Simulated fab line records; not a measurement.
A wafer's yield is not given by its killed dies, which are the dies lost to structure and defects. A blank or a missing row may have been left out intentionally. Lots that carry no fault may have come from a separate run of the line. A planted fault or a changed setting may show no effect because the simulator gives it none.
Which tool was responsible? / flow nandHarc / 24 lots with 72 wafers sampled at 6 steps, on a route of 1302 steps

WHAT EACH GAUGE READ, for each wafer
No reading from a measuring or inspecting step in the record can be judged against a usual standard deviation.

TOOL THAT RAN EACH LOT (tool first, then ch and the chambers of the sampled wafers, then the start)
lot=L074; NHARC_A_M1_ETCH_28=rieDiel-04 ch 0,2,3, day 23 00:20 or earlier; NHARC_A_M1_PVD_21=pvdSputter-03, day 23 00:20 or earlier; NHARC_A_M1_ANNEAL_31=rtpAnneal-01 ch 0, day 23 00:20; NHARC_A_BONDPAD_ETCH_24=rieDiel-07 ch 0,1,3, day 23 04:18 or earlier; NHARC_A_BONDPAD_DEGAS_25=pvdSputter-02, day 23 04:18; NHARC_A_BONDPAD_PVD_27=pvdSputter-02, no start
lot=L075; NHARC_A_M1_ETCH_28=rieDiel-05 ch 1,2,3, day 23 01:23 or earlier; NHARC_A_M1_PVD_21=pvdSputter-01, day 23 01:23 or earlier; NHARC_A_M1_ANNEAL_31=rtpAnneal-01 ch 0, day 23 01:23; NHARC_A_BONDPAD_ETCH_24=rieDiel-11 ch 2,3, day 23 05:13 or earlier; NHARC_A_BONDPAD_DEGAS_25=pvdSputter-01, day 23 05:13; NHARC_A_BONDPAD_PVD_27=pvdSputter-01, no start
lot=L076; NHARC_A_M1_ETCH_28=rieDiel-09 ch 0,1,2, day 23 16:04 or earlier; NHARC_A_M1_PVD_21=pvdSputter-03, day 23 16:04 or earlier; NHARC_A_M1_ANNEAL_31=rtpAnneal-01 ch 0, day 23 16:04; NHARC_A_BONDPAD_ETCH_24=rieDiel-11 ch 0,1,3, day 23 19:59 or earlier; NHARC_A_BONDPAD_DEGAS_25=pvdSputter-03, day 23 19:59; NHARC_A_BONDPAD_PVD_27=pvdSputter-03, no start
lot=L077; NHARC_A_M1_ETCH_28=rieDiel-05 ch 0,1,3, day 24 10:53 or earlier; NHARC_A_M1_PVD_21=pvdSputter-01, day 24 10:53 or earlier; NHARC_A_M1_ANNEAL_31=rtpAnneal-02 ch 0, day 24 10:53; NHARC_A_BONDPAD_ETCH_24=rieDiel-07 ch 0,1,3, day 24 15:20 or earlier; NHARC_A_BONDPAD_DEGAS_25=pvdSputter-01, day 24 15:20; NHARC_A_BONDPAD_PVD_27=pvdSputter-01, no start
lot=L078; NHARC_A_M1_ETCH_28=rieDiel-05 ch 1,2,3, day 24 16:47 or earlier; NHARC_A_M1_PVD_21=pvdSputter-02, day 24 16:47 or earlier; NHARC_A_M1_ANNEAL_31=rtpAnneal-02 ch 0, day 24 16:47; NHARC_A_BONDPAD_ETCH_24=rieDiel-11 ch 0,2,3, day 24 20:35 or earlier; NHARC_A_BONDPAD_DEGAS_25=pvdSputter-02, day 24 20:35; NHARC_A_BONDPAD_PVD_27=pvdSputter-02, no start
lot=L080; NHARC_A_M1_ETCH_28=rieDiel-05 ch 0,2,3, day 24 23:05 or earlier; NHARC_A_M1_PVD_21=pvdSputter-03, day 24 23:05 or earlier; NHARC_A_M1_ANNEAL_31=rtpAnneal-02 ch 0, day 24 23:05; NHARC_A_BONDPAD_ETCH_24=rieDiel-07 ch 0,2,3, day 25 03:01 or earlier; NHARC_A_BONDPAD_DEGAS_25=pvdSputter-01, day 25 03:01; NHARC_A_BONDPAD_PVD_27=pvdSputter-01, no start
lot=L079; NHARC_A_M1_ETCH_28=rieDiel-04 ch 1,2,3, day 25 07:50 or earlier; NHARC_A_M1_PVD_21=pvdSputter-03, day 25 07:50 or earlier; NHARC_A_M1_ANNEAL_31=rtpAnneal-01 ch 0, day 25 07:50; NHARC_A_BONDPAD_ETCH_24=rieDiel-07 ch 0,1,2, day 25 11:43 or earlier; NHARC_A_BONDPAD_DEGAS_25=pvdSputter-03, day 25 11:43; NHARC_A_BONDPAD_PVD_27=pvdSputter-03, no start
lot=L081; NHARC_A_M1_ETCH_28=rieDiel-04 ch 0,1,2, day 26 09:19 or earlier; NHARC_A_M1_PVD_21=pvdSputter-01, day 26 09:19 or earlier; NHARC_A_M1_ANNEAL_31=rtpAnneal-01 ch 0, day 26 09:19; NHARC_A_BONDPAD_ETCH_24=rieDiel-03 ch 0,1,3, day 26 13:01 or earlier; NHARC_A_BONDPAD_DEGAS_25=pvdSputter-03, day 26 13:01; NHARC_A_BONDPAD_PVD_27=pvdSputter-03, no start
lot=L083; NHARC_A_M1_ETCH_28=rieDiel-04 ch 0,1,3, day 26 10:05 or earlier; NHARC_A_M1_PVD_21=pvdSputter-02, day 26 10:05 or earlier; NHARC_A_M1_ANNEAL_31=rtpAnneal-02 ch 0, day 26 10:05; NHARC_A_BONDPAD_ETCH_24=rieDiel-07 ch 1,2,3, day 26 13:53 or earlier; NHARC_A_BONDPAD_DEGAS_25=pvdSputter-03, day 26 13:53; NHARC_A_BONDPAD_PVD_27=pvdSputter-03, no start
lot=L082; NHARC_A_M1_ETCH_28=rieDiel-09 ch 0,2,3, day 26 18:20 or earlier; NHARC_A_M1_PVD_21=pvdSputter-02, day 26 18:20 or earlier; NHARC_A_M1_ANNEAL_31=rtpAnneal-01 ch 0, day 26 18:20; NHARC_A_BONDPAD_ETCH_24=rieDiel-07 ch 2,3, day 26 21:47; NHARC_A_BONDPAD_DEGAS_25=pvdSputter-03, day 26 22:14; NHARC_A_BONDPAD_PVD_27=pvdSputter-03, no start
lot=L085; NHARC_A_M1_ETCH_28=rieDiel-04 ch 1,2, day 27 20:46 or earlier; NHARC_A_M1_PVD_21=pvdSputter-03, day 27 20:46 or earlier; NHARC_A_M1_ANNEAL_31=rtpAnneal-02 ch 0, day 27 20:46; NHARC_A_BONDPAD_ETCH_24=rieDiel-03 ch 0,2,3, day 28 00:19; NHARC_A_BONDPAD_DEGAS_25=pvdSputter-02, day 28 00:43; NHARC_A_BONDPAD_PVD_27=pvdSputter-02, no start
lot=L084; NHARC_A_M1_ETCH_28=rieDiel-05 ch 1,2,3, day 27 21:56 or earlier; NHARC_A_M1_PVD_21=pvdSputter-01, day 27 21:56 or earlier; NHARC_A_M1_ANNEAL_31=rtpAnneal-01 ch 0, day 27 21:56; NHARC_A_BONDPAD_ETCH_24=rieDiel-11 ch 1,2, day 28 01:56 or earlier; NHARC_A_BONDPAD_DEGAS_25=pvdSputter-02, day 28 01:56; NHARC_A_BONDPAD_PVD_27=pvdSputter-02, no start
lot=L086; NHARC_A_M1_ETCH_28=rieDiel-05 ch 2,3, day 28 04:17 or earlier; NHARC_A_M1_PVD_21=pvdSputter-03, day 28 04:17 or earlier; NHARC_A_M1_ANNEAL_31=rtpAnneal-02 ch 0, day 28 04:17; NHARC_A_BONDPAD_ETCH_24=rieDiel-11 ch 0,2, day 28 08:06 or earlier; NHARC_A_BONDPAD_DEGAS_25=pvdSputter-03, day 28 08:06; NHARC_A_BONDPAD_PVD_27=pvdSputter-03, no start
lot=L087; NHARC_A_M1_ETCH_28=rieDiel-05 ch 0,1, day 28 14:12 or earlier; NHARC_A_M1_PVD_21=pvdSputter-01, day 28 14:12 or earlier; NHARC_A_M1_ANNEAL_31=rtpAnneal-02 ch 0, day 28 14:12; NHARC_A_BONDPAD_ETCH_24=rieDiel-11 ch 0,1,3, day 28 17:59 or earlier; NHARC_A_BONDPAD_DEGAS_25=pvdSputter-02, day 28 17:59; NHARC_A_BONDPAD_PVD_27=pvdSputter-02, no start
lot=L088; NHARC_A_M1_ETCH_28=rieDiel-04 ch 1,2, day 28 19:49 or earlier; NHARC_A_M1_PVD_21=pvdSputter-02, day 28 19:49 or earlier; NHARC_A_M1_ANNEAL_31=rtpAnneal-01 ch 0, day 28 19:49; NHARC_A_BONDPAD_ETCH_24=rieDiel-07 ch 1,3, day 28 23:41 or earlier; NHARC_A_BONDPAD_DEGAS_25=pvdSputter-02, day 28 23:41; NHARC_A_BONDPAD_PVD_27=pvdSputter-02, no start
lot=L089; NHARC_A_M1_ETCH_28=rieDiel-04 ch 0,2,3, day 28 20:06 or earlier; NHARC_A_M1_PVD_21=pvdSputter-02, day 28 20:06 or earlier; NHARC_A_M1_ANNEAL_31=rtpAnneal-02 ch 0, day 28 20:06; NHARC_A_BONDPAD_ETCH_24=rieDiel-11 ch 0,1,2, day 28 23:54 or earlier; NHARC_A_BONDPAD_DEGAS_25=pvdSputter-03, day 28 23:54; NHARC_A_BONDPAD_PVD_27=pvdSputter-03, no start
lot=L091; NHARC_A_M1_ETCH_28=rieDiel-05 ch 1,2, day 29 22:39 or earlier; NHARC_A_M1_PVD_21=pvdSputter-01, day 29 22:39 or earlier; NHARC_A_M1_ANNEAL_31=rtpAnneal-02 ch 0, day 29 22:39; NHARC_A_BONDPAD_ETCH_24=rieDiel-11 ch 0,1,2, day 30 02:30 or earlier; NHARC_A_BONDPAD_DEGAS_25=pvdSputter-02, day 30 02:30; NHARC_A_BONDPAD_PVD_27=pvdSputter-02, no start
lot=L090; NHARC_A_M1_ETCH_28=rieDiel-05 ch 2,3, day 30 05:23 or earlier; NHARC_A_M1_PVD_21=pvdSputter-01, day 30 05:23 or earlier; NHARC_A_M1_ANNEAL_31=rtpAnneal-02 ch 0, day 30 05:23; NHARC_A_BONDPAD_ETCH_24=rieDiel-07 ch 2,3, day 30 09:06 or earlier; NHARC_A_BONDPAD_DEGAS_25=pvdSputter-02, day 30 09:06; NHARC_A_BONDPAD_PVD_27=pvdSputter-02, no start
lot=L092; NHARC_A_M1_ETCH_28=rieDiel-09 ch 2,3, day 31 00:56 or earlier; NHARC_A_M1_PVD_21=pvdSputter-03, day 31 00:56 or earlier; NHARC_A_M1_ANNEAL_31=rtpAnneal-01 ch 0, day 31 00:56; NHARC_A_BONDPAD_ETCH_24=rieDiel-07 ch 0,3, day 31 04:47 or earlier; NHARC_A_BONDPAD_DEGAS_25=pvdSputter-02, day 31 04:47; NHARC_A_BONDPAD_PVD_27=pvdSputter-02, no start
lot=L093; NHARC_A_M1_ETCH_28=rieDiel-04 ch 0,2, day 31 04:25 or earlier; NHARC_A_M1_PVD_21=pvdSputter-01, day 31 04:25 or earlier; NHARC_A_M1_ANNEAL_31=rtpAnneal-01 ch 0, day 31 04:25; NHARC_A_BONDPAD_ETCH_24=rieDiel-07 ch 0,1, day 31 08:11 or earlier; NHARC_A_BONDPAD_DEGAS_25=pvdSputter-02, day 31 08:11; NHARC_A_BONDPAD_PVD_27=pvdSputter-02, no start
lot=L096; NHARC_A_M1_ETCH_28=rieDiel-09 ch 0,1,2, day 31 19:08 or earlier; NHARC_A_M1_PVD_21=pvdSputter-02, day 31 19:08 or earlier; NHARC_A_M1_ANNEAL_31=rtpAnneal-02 ch 0, day 31 19:08; NHARC_A_BONDPAD_ETCH_24=rieDiel-07 ch 0,2,3, day 31 23:02 or earlier; NHARC_A_BONDPAD_DEGAS_25=pvdSputter-02, day 31 23:02; NHARC_A_BONDPAD_PVD_27=pvdSputter-02, no start
lot=L095; NHARC_A_M1_ETCH_28=rieDiel-05 ch 0,1,2, day 31 21:28 or earlier; NHARC_A_M1_PVD_21=pvdSputter-01, day 31 21:28 or earlier; NHARC_A_M1_ANNEAL_31=rtpAnneal-02 ch 0, day 31 21:28; NHARC_A_BONDPAD_ETCH_24=rieDiel-03 ch 1,2,3, day 32 01:13 or earlier; NHARC_A_BONDPAD_DEGAS_25=pvdSputter-01, day 32 01:13; NHARC_A_BONDPAD_PVD_27=pvdSputter-01, no start
lot=L097; NHARC_A_M1_ETCH_28=rieDiel-04 ch 1,2, day 32 01:55 or earlier; NHARC_A_M1_PVD_21=pvdSputter-02, day 32 01:55 or earlier; NHARC_A_M1_ANNEAL_31=rtpAnneal-01 ch 0, day 32 01:55; NHARC_A_BONDPAD_ETCH_24=rieDiel-07 ch 0,1,2, day 32 05:48 or earlier; NHARC_A_BONDPAD_DEGAS_25=pvdSputter-03, day 32 05:48; NHARC_A_BONDPAD_PVD_27=pvdSputter-03, no start
lot=L094; NHARC_A_M1_ETCH_28=rieDiel-09 ch 0,1,3, day 32 04:04 or earlier; NHARC_A_M1_PVD_21=pvdSputter-01, day 32 04:04 or earlier; NHARC_A_M1_ANNEAL_31=rtpAnneal-01 ch 0, day 32 04:04; NHARC_A_BONDPAD_ETCH_24=rieDiel-07 ch 1,3, day 32 07:49 or earlier; NHARC_A_BONDPAD_DEGAS_25=pvdSputter-02, day 32 07:49; NHARC_A_BONDPAD_PVD_27=pvdSputter-02, no start
- NHARC_A_M1_ETCH_28: etches the open film in CF4/N2, target depth 30 nm, time 72.99 s.
- NHARC_A_M1_PVD_21: deposits Cu, target thk 30 nm, time 20.49 s.
- NHARC_A_M1_ANNEAL_31: time 90 s.
- NHARC_A_BONDPAD_ETCH_24: etches the open film in CF4/N2, target depth 30 nm, time 72.99 s.
- NHARC_A_BONDPAD_DEGAS_25: time 60 s.
- NHARC_A_BONDPAD_PVD_27: deposits Cu, target thk 30 nm, time 20.49 s.

AS READ BY THE TOOLS THEMSELVES (means over the sampled wafers that have a number; for cases with no such wafer, the mark the record gives instead)
NHARC_A_M1_ETCH_28.
lot=L074; tool=rieDiel-04; drypumpMotorCurrentA (A)=6.1; oesProductAu (a.u.)=1.002; rfVppV (V)=314.6; showerheadPlenumPTorr (Torr)=2.70; throttleValvePct (%)=19.798
lot=L075; tool=rieDiel-05; drypumpMotorCurrentA (A)=6.0; oesProductAu (a.u.)=0.994; rfVppV (V)=314.9; showerheadPlenumPTorr (Torr)=2.64; throttleValvePct (%)=19.792
lot=L076; tool=rieDiel-09; drypumpMotorCurrentA (A)=6.2; oesProductAu (a.u.)=1.005; rfVppV (V)=315.0; showerheadPlenumPTorr (Torr)=2.66; throttleValvePct (%)=19.782
lot=L077; tool=rieDiel-05; drypumpMotorCurrentA (A)=5.6; oesProductAu (a.u.)=0.995; rfVppV (V)=314.8; showerheadPlenumPTorr (Torr)=2.67; throttleValvePct (%)=19.785
lot=L078; tool=rieDiel-05; drypumpMotorCurrentA (A)=6.0; oesProductAu (a.u.)=0.990; rfVppV (V)=314.1; showerheadPlenumPTorr (Torr)=2.64; throttleValvePct (%)=19.801
lot=L080; tool=rieDiel-05; drypumpMotorCurrentA (A)=5.5; oesProductAu (a.u.)=1.000; rfVppV (V)=312.6; showerheadPlenumPTorr (Torr)=2.57; throttleValvePct (%)=19.799
lot=L079; tool=rieDiel-04; drypumpMotorCurrentA (A)=6.1; oesProductAu (a.u.)=1.001; rfVppV (V)=315.2; showerheadPlenumPTorr (Torr)=2.67; throttleValvePct (%)=19.795
lot=L081; tool=rieDiel-04; drypumpMotorCurrentA (A)=5.7; oesProductAu (a.u.)=1.000; rfVppV (V)=315.8; showerheadPlenumPTorr (Torr)=2.73; throttleValvePct (%)=19.800
lot=L083; tool=rieDiel-04; drypumpMotorCurrentA (A)=5.8; oesProductAu (a.u.)=0.997; rfVppV (V)=314.5; showerheadPlenumPTorr (Torr)=2.64; throttleValvePct (%)=19.795
lot=L082; tool=rieDiel-09; drypumpMotorCurrentA (A)=6.0; oesProductAu (a.u.)=1.005; rfVppV (V)=315.3; showerheadPlenumPTorr (Torr)=2.74; throttleValvePct (%)=19.788
lot=L085; tool=rieDiel-04; drypumpMotorCurrentA (A)=6.0; oesProductAu (a.u.)=0.997; rfVppV (V)=316.6; showerheadPlenumPTorr (Torr)=2.75; throttleValvePct (%)=19.793
lot=L084; tool=rieDiel-05; drypumpMotorCurrentA (A)=6.0; oesProductAu (a.u.)=1.001; rfVppV (V)=314.6; showerheadPlenumPTorr (Torr)=2.63; throttleValvePct (%)=19.799
lot=L086; tool=rieDiel-05; drypumpMotorCurrentA (A)=5.8; oesProductAu (a.u.)=0.999; rfVppV (V)=312.4; showerheadPlenumPTorr (Torr)=2.53; throttleValvePct (%)=19.796
lot=L087; tool=rieDiel-05; drypumpMotorCurrentA (A)=5.9; oesProductAu (a.u.)=1.005; rfVppV (V)=315.9; showerheadPlenumPTorr (Torr)=2.70; throttleValvePct (%)=19.799
lot=L088; tool=rieDiel-04; drypumpMotorCurrentA (A)=5.7; oesProductAu (a.u.)=1.002; rfVppV (V)=315.3; showerheadPlenumPTorr (Torr)=2.70; throttleValvePct (%)=19.790
lot=L089; tool=rieDiel-04; drypumpMotorCurrentA (A)=6.1; oesProductAu (a.u.)=0.990; rfVppV (V)=315.1; showerheadPlenumPTorr (Torr)=2.70; throttleValvePct (%)=19.801
lot=L091; tool=rieDiel-05; drypumpMotorCurrentA (A)=6.1; oesProductAu (a.u.)=1.003; rfVppV (V)=313.2; showerheadPlenumPTorr (Torr)=2.56; throttleValvePct (%)=19.795
lot=L090; tool=rieDiel-05; drypumpMotorCurrentA (A)=5.7; oesProductAu (a.u.)=0.992; rfVppV (V)=314.4; showerheadPlenumPTorr (Torr)=2.60; throttleValvePct (%)=19.795
lot=L092; tool=rieDiel-09; drypumpMotorCurrentA (A)=6.2; oesProductAu (a.u.)=1.006; rfVppV (V)=316.9; showerheadPlenumPTorr (Torr)=2.72; throttleValvePct (%)=19.794
lot=L093; tool=rieDiel-04; drypumpMotorCurrentA (A)=6.0; oesProductAu (a.u.)=0.999; rfVppV (V)=316.8; showerheadPlenumPTorr (Torr)=2.79; throttleValvePct (%)=19.795
lot=L096; tool=rieDiel-09; drypumpMotorCurrentA (A)=6.2; oesProductAu (a.u.)=1.007; rfVppV (V)=314.2; showerheadPlenumPTorr (Torr)=2.65; throttleValvePct (%)=19.795
lot=L095; tool=rieDiel-05; drypumpMotorCurrentA (A)=5.8; oesProductAu (a.u.)=0.995; rfVppV (V)=314.3; showerheadPlenumPTorr (Torr)=2.60; throttleValvePct (%)=19.790
lot=L097; tool=rieDiel-04; drypumpMotorCurrentA (A)=6.0; oesProductAu (a.u.)=0.993; rfVppV (V)=316.7; showerheadPlenumPTorr (Torr)=2.75; throttleValvePct (%)=19.796
lot=L094; tool=rieDiel-09; drypumpMotorCurrentA (A)=6.2; oesProductAu (a.u.)=0.998; rfVppV (V)=315.1; showerheadPlenumPTorr (Torr)=2.69; throttleValvePct (%)=19.791

NHARC_A_M1_PVD_21.
lot=L074; tool=pvdSputter-03; throttleValvePct (%)=30.0
lot=L075; tool=pvdSputter-01; throttleValvePct (%)=30.3
lot=L076; tool=pvdSputter-03; throttleValvePct (%)=29.2
lot=L077; tool=pvdSputter-01; throttleValvePct (%)=30.4
lot=L078; tool=pvdSputter-02; throttleValvePct (%)=30.1
lot=L080; tool=pvdSputter-03; throttleValvePct (%)=28.4
lot=L079; tool=pvdSputter-03; throttleValvePct (%)=29.5
lot=L081; tool=pvdSputter-01; throttleValvePct (%)=30.3
lot=L083; tool=pvdSputter-02; throttleValvePct (%)=30.2
lot=L082; tool=pvdSputter-02; throttleValvePct (%)=30.8
lot=L085; tool=pvdSputter-03; throttleValvePct (%)=30.2
lot=L084; tool=pvdSputter-01; throttleValvePct (%)=30.3
lot=L086; tool=pvdSputter-03; throttleValvePct (%)=29.3
lot=L087; tool=pvdSputter-01; throttleValvePct (%)=30.0
lot=L088; tool=pvdSputter-02; throttleValvePct (%)=30.6
lot=L089; tool=pvdSputter-02; throttleValvePct (%)=30.6
lot=L091; tool=pvdSputter-01; throttleValvePct (%)=30.2
lot=L090; tool=pvdSputter-01; throttleValvePct (%)=30.1
lot=L092; tool=pvdSputter-03; throttleValvePct (%)=29.4
lot=L093; tool=pvdSputter-01; throttleValvePct (%)=30.5
lot=L096; tool=pvdSputter-02; throttleValvePct (%)=30.5
lot=L095; tool=pvdSputter-01; throttleValvePct (%)=30.4
lot=L097; tool=pvdSputter-02; throttleValvePct (%)=30.2
lot=L094; tool=pvdSputter-01; throttleValvePct (%)=30.5

NHARC_A_M1_ANNEAL_31.
lot=L074 tool=rtpAnneal-01 wafer_temp_C_max=226.05
lot=L075 tool=rtpAnneal-01 wafer_temp_C_max=226.17
lot=L076 tool=rtpAnneal-01 wafer_temp_C_max=225.92
lot=L077 tool=rtpAnneal-02 wafer_temp_C_max=225.77
lot=L078 tool=rtpAnneal-02 wafer_temp_C_max=225.81
lot=L080 tool=rtpAnneal-02 wafer_temp_C_max=225.97
lot=L079 tool=rtpAnneal-01 wafer_temp_C_max=226.10
lot=L081 tool=rtpAnneal-01 wafer_temp_C_max=226.18
lot=L083 tool=rtpAnneal-02 wafer_temp_C_max=225.79
lot=L082 tool=rtpAnneal-01 wafer_temp_C_max=226.01
lot=L085 tool=rtpAnneal-02 wafer_temp_C_max=225.77
lot=L084 tool=rtpAnneal-01 wafer_temp_C_max=226.05
lot=L086 tool=rtpAnneal-02 wafer_temp_C_max=225.83
lot=L087 tool=rtpAnneal-02 wafer_temp_C_max=225.80
lot=L088 tool=rtpAnneal-01 wafer_temp_C_max=226.06
lot=L089 tool=rtpAnneal-02 wafer_temp_C_max=225.70
lot=L091 tool=rtpAnneal-02 wafer_temp_C_max=226.08
lot=L090 tool=rtpAnneal-02 wafer_temp_C_max=225.77
lot=L092 tool=rtpAnneal-01 wafer_temp_C_max=226.00
lot=L093 tool=rtpAnneal-01 wafer_temp_C_max=226.03
lot=L096 tool=rtpAnneal-02 wafer_temp_C_max=225.76
lot=L095 tool=rtpAnneal-02 wafer_temp_C_max=225.94
lot=L097 tool=rtpAnneal-01 wafer_temp_C_max=226.11
lot=L094 tool=rtpAnneal-01 wafer_temp_C_max=226.09

NHARC_A_BONDPAD_ETCH_24.
lot=L074; tool=rieDiel-07; drypumpMotorCurrentA (A)=5.6; oesProductAu (a.u.)=1.007; rfVppV (V)=314.7; showerheadPlenumPTorr (Torr)=2.65; throttleValvePct (%)=19.789
lot=L075; tool=rieDiel-11; drypumpMotorCurrentA (A)=6.2; oesProductAu (a.u.)=0.996; rfVppV (V)=312.4; showerheadPlenumPTorr (Torr)=2.54; throttleValvePct (%)=19.802
lot=L076; tool=rieDiel-11; drypumpMotorCurrentA (A)=5.8; oesProductAu (a.u.)=1.000; rfVppV (V)=313.7; showerheadPlenumPTorr (Torr)=2.62; throttleValvePct (%)=19.801
lot=L077; tool=rieDiel-07; drypumpMotorCurrentA (A)=5.6; oesProductAu (a.u.)=1.004; rfVppV (V)=313.7; showerheadPlenumPTorr (Torr)=2.65; throttleValvePct (%)=19.793
lot=L078; tool=rieDiel-11; drypumpMotorCurrentA (A)=5.7; oesProductAu (a.u.)=1.005; rfVppV (V)=314.0; showerheadPlenumPTorr (Torr)=2.62; throttleValvePct (%)=19.803
lot=L080; tool=rieDiel-07; drypumpMotorCurrentA (A)=5.6; oesProductAu (a.u.)=1.003; rfVppV (V)=314.2; showerheadPlenumPTorr (Torr)=2.62; throttleValvePct (%)=19.789
lot=L079; tool=rieDiel-07; drypumpMotorCurrentA (A)=5.5; oesProductAu (a.u.)=1.003; rfVppV (V)=314.8; showerheadPlenumPTorr (Torr)=2.70; throttleValvePct (%)=19.795
lot=L081; tool=rieDiel-03; drypumpMotorCurrentA (A)=5.8; oesProductAu (a.u.)=1.004; rfVppV (V)=314.8; showerheadPlenumPTorr (Torr)=2.66; throttleValvePct (%)=19.795
lot=L083; tool=rieDiel-07; drypumpMotorCurrentA (A)=6.0; oesProductAu (a.u.)=1.005; rfVppV (V)=315.1; showerheadPlenumPTorr (Torr)=2.67; throttleValvePct (%)=19.789
lot=L082; tool=rieDiel-07; drypumpMotorCurrentA (A)=6.0; oesProductAu (a.u.)=1.006; rfVppV (V)=313.5; showerheadPlenumPTorr (Torr)=2.59; throttleValvePct (%)=19.798
lot=L085; tool=rieDiel-03; drypumpMotorCurrentA (A)=6.1; oesProductAu (a.u.)=1.007; rfVppV (V)=314.1; showerheadPlenumPTorr (Torr)=2.59; throttleValvePct (%)=19.797
lot=L084; tool=rieDiel-11; drypumpMotorCurrentA (A)=5.5; oesProductAu (a.u.)=1.005; rfVppV (V)=314.2; showerheadPlenumPTorr (Torr)=2.65; throttleValvePct (%)=19.797
lot=L086; tool=rieDiel-11; drypumpMotorCurrentA (A)=5.3; oesProductAu (a.u.)=1.002; rfVppV (V)=315.0; showerheadPlenumPTorr (Torr)=2.68; throttleValvePct (%)=19.788
lot=L087; tool=rieDiel-11; drypumpMotorCurrentA (A)=5.7; oesProductAu (a.u.)=0.994; rfVppV (V)=313.7; showerheadPlenumPTorr (Torr)=2.61; throttleValvePct (%)=19.793
lot=L088; tool=rieDiel-07; drypumpMotorCurrentA (A)=6.0; oesProductAu (a.u.)=0.995; rfVppV (V)=315.9; showerheadPlenumPTorr (Torr)=2.71; throttleValvePct (%)=19.793
lot=L089; tool=rieDiel-11; drypumpMotorCurrentA (A)=5.4; oesProductAu (a.u.)=1.001; rfVppV (V)=315.6; showerheadPlenumPTorr (Torr)=2.67; throttleValvePct (%)=19.793
lot=L091; tool=rieDiel-11; drypumpMotorCurrentA (A)=5.4; oesProductAu (a.u.)=1.002; rfVppV (V)=314.7; showerheadPlenumPTorr (Torr)=2.67; throttleValvePct (%)=19.797
lot=L090; tool=rieDiel-07; drypumpMotorCurrentA (A)=6.0; oesProductAu (a.u.)=0.992; rfVppV (V)=313.4; showerheadPlenumPTorr (Torr)=2.63; throttleValvePct (%)=19.802
lot=L092; tool=rieDiel-07; drypumpMotorCurrentA (A)=5.6; oesProductAu (a.u.)=1.000; rfVppV (V)=312.9; showerheadPlenumPTorr (Torr)=2.57; throttleValvePct (%)=19.791
lot=L093; tool=rieDiel-07; drypumpMotorCurrentA (A)=5.2; oesProductAu (a.u.)=0.998; rfVppV (V)=314.4; showerheadPlenumPTorr (Torr)=2.68; throttleValvePct (%)=19.797
lot=L096; tool=rieDiel-07; drypumpMotorCurrentA (A)=5.6; oesProductAu (a.u.)=0.989; rfVppV (V)=314.2; showerheadPlenumPTorr (Torr)=2.61; throttleValvePct (%)=19.789
lot=L095; tool=rieDiel-03; drypumpMotorCurrentA (A)=6.1; oesProductAu (a.u.)=1.002; rfVppV (V)=313.9; showerheadPlenumPTorr (Torr)=2.63; throttleValvePct (%)=19.790
lot=L097; tool=rieDiel-07; drypumpMotorCurrentA (A)=5.6; oesProductAu (a.u.)=0.995; rfVppV (V)=315.4; showerheadPlenumPTorr (Torr)=2.70; throttleValvePct (%)=19.796
lot=L094; tool=rieDiel-07; drypumpMotorCurrentA (A)=6.0; oesProductAu (a.u.)=0.994; rfVppV (V)=314.2; showerheadPlenumPTorr (Torr)=2.62; throttleValvePct (%)=19.785

NHARC_A_BONDPAD_DEGAS_25.
lot=L074; tool=pvdSputter-02; heaterPowerW (W)=434
lot=L075; tool=pvdSputter-01; heaterPowerW (W)=457
lot=L076; tool=pvdSputter-03; heaterPowerW (W)=449
lot=L077; tool=pvdSputter-01; heaterPowerW (W)=438
lot=L078; tool=pvdSputter-02; heaterPowerW (W)=430
lot=L080; tool=pvdSputter-01; heaterPowerW (W)=449
lot=L079; tool=pvdSputter-03; heaterPowerW (W)=451
lot=L081; tool=pvdSputter-03; heaterPowerW (W)=481
lot=L083; tool=pvdSputter-03; heaterPowerW (W)=487
lot=L082; tool=pvdSputter-03; heaterPowerW (W)=446
lot=L085; tool=pvdSputter-02; heaterPowerW (W)=504
lot=L084; tool=pvdSputter-02; heaterPowerW (W)=466
lot=L086; tool=pvdSputter-03; heaterPowerW (W)=440
lot=L087; tool=pvdSputter-02; heaterPowerW (W)=473
lot=L088; tool=pvdSputter-02; heaterPowerW (W)=435
lot=L089; tool=pvdSputter-03; heaterPowerW (W)=416
lot=L091; tool=pvdSputter-02; heaterPowerW (W)=468
lot=L090; tool=pvdSputter-02; heaterPowerW (W)=445
lot=L092; tool=pvdSputter-02; heaterPowerW (W)=492
lot=L093; tool=pvdSputter-02; heaterPowerW (W)=519
lot=L096; tool=pvdSputter-02; heaterPowerW (W)=502
lot=L095; tool=pvdSputter-01; heaterPowerW (W)=467
lot=L097; tool=pvdSputter-03; heaterPowerW (W)=471
lot=L094; tool=pvdSputter-02; heaterPowerW (W)=442

NHARC_A_BONDPAD_PVD_27.
lot=L074; tool=pvdSputter-02; throttleValvePct (%)=30.3
lot=L075; tool=pvdSputter-01; throttleValvePct (%)=30.5
lot=L076; tool=pvdSputter-03; throttleValvePct (%)=29.1
lot=L077; tool=pvdSputter-01; throttleValvePct (%)=30.4
lot=L078; tool=pvdSputter-02; throttleValvePct (%)=30.4
lot=L080; tool=pvdSputter-01; throttleValvePct (%)=30.3
lot=L079; tool=pvdSputter-03; throttleValvePct (%)=30.0
lot=L081; tool=pvdSputter-03; throttleValvePct (%)=29.8
lot=L083; tool=pvdSputter-03; throttleValvePct (%)=29.8
lot=L082; tool=pvdSputter-03; throttleValvePct (%)=30.4
lot=L085; tool=pvdSputter-02; throttleValvePct (%)=30.5
lot=L084; tool=pvdSputter-02; throttleValvePct (%)=30.2
lot=L086; tool=pvdSputter-03; throttleValvePct (%)=28.4
lot=L087; tool=pvdSputter-02; throttleValvePct (%)=30.5
lot=L088; tool=pvdSputter-02; throttleValvePct (%)=30.5
lot=L089; tool=pvdSputter-03; throttleValvePct (%)=29.5
lot=L091; tool=pvdSputter-02; throttleValvePct (%)=30.1
lot=L090; tool=pvdSputter-02; throttleValvePct (%)=30.9
lot=L092; tool=pvdSputter-02; throttleValvePct (%)=30.2
lot=L093; tool=pvdSputter-02; throttleValvePct (%)=30.4
lot=L096; tool=pvdSputter-02; throttleValvePct (%)=30.3
lot=L095; tool=pvdSputter-01; throttleValvePct (%)=30.5
lot=L097; tool=pvdSputter-03; throttleValvePct (%)=29.3
lot=L094; tool=pvdSputter-02; throttleValvePct (%)=30.6

THE ANSWER, worked out from the rows above alone
Rule: the usual values come from the lots themselves. Put in order of their means at a reading, lots are off if they are a third of the lots or fewer, leave a main group of 4 or more, and stand apart from it by a gap of 3 or more times the standard deviation of the main group's means; of several such gaps the widest counts. Not used: any main group whose means are identical at the precision the tables above print for the reading. A lot without any number at a reading at which 4 lots or more have one is off too. All remaining lots with rows at the step are treated as sound. The gauges are gone through in route order, then the tools' own readings, and for those a lot's mean is taken as printed above. At the first step where some lot is off, the reading lying furthest off is the one used; lots without a number count as furthest.
No lot is off on any of the readings shown, so nothing can be concluded from this.

WHAT THE SIMULATOR PUT IN
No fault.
